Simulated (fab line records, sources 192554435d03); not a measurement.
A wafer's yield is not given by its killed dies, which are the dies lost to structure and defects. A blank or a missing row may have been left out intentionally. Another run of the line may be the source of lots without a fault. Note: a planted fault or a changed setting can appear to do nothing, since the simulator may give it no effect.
Which tool is to blame? -- flow n5 finfet -- 9 lots, 27 wafers sampled, at 2 steps of a route of 1938

WHAT THE GAUGES READ, wafer by wafer
N5_BEOL_M5_INSPECT_13: inspects for defects (brightfield).
lot,measured,on,raw defect count
L314,day 8 11:16,defect inspect-02,374 344 308
L317,day 9 08:34,defect inspect-02,422 459 629
L318,day 9 11:25,defect inspect-02,406 381 527
L320,day 10 01:14,defect inspect-02,667 643 687
L321,day 10 07:52,defect inspect-02,809 888 908
L334,day 13 10:00,defect inspect-01,445 310 356
L332,day 14 07:51,defect inspect-01,401 330 472
L335,day 14 13:50,defect inspect-02,337 388 420
L336,day 15 06:32,defect inspect-01,447 348 413

TOOL THAT RAN EACH LOT (tool first, then ch and the chambers of the sampled wafers, then the start)
lot,N5_BEOL_M5_ILD_DEP_00
L314,"pecvd-02 ch 0,2, day 8 08:28"
L317,"pecvd-02 ch 1,2, day 9 06:24"
L318,"pecvd-02 ch 0,2, day 9 09:20"
L320,"pecvd-02 ch 0,1, day 9 22:25"
L321,"pecvd-02 ch 1,2, day 10 05:12"
L334,"pecvd-01 ch 1,2, day 13 07:47"
L332,"pecvd-02 ch 0,1,2, day 14 06:17"
L335,"pecvd-02 ch 1,2, day 14 11:49"
L336,"pecvd-03 ch 0,2, day 15 04:49"
- N5_BEOL_M5_ILD_DEP_00: deposits SiCOH lowk from DEMS/porogen, target thk 140.64 nm, time 25.9 s.

THE ANSWER, worked out from the rows above alone
Rule: the usual values come from the lots themselves. Put in order of their means at a reading, lots are off if they are a third of the lots or fewer, leave a main group of 4 or more, and stand apart from it by a gap of 3 or more times the standard deviation of the main group's means; of several such gaps the widest counts. A main group is skipped when, at the precision printed for the reading in the tables above, its means are all equal. A lot without any number at a reading at which 4 lots or more have one is off too. Where the step has rows for the other lots, those lots are counted as sound.
Off: L320, L321, at N5_BEOL_M5_INSPECT_13 (raw defect count). The main group: mean 406, standard deviation 49.
If a tool, at a process step before that reading, ran all the lots that are off and no sound lot after the first of them, it fits. Gauges at N5_BEOL_M5_INSPECT_13: tried the same way as those tools. None of those tried fits.

WHAT THE SIMULATOR HAD INSERTED
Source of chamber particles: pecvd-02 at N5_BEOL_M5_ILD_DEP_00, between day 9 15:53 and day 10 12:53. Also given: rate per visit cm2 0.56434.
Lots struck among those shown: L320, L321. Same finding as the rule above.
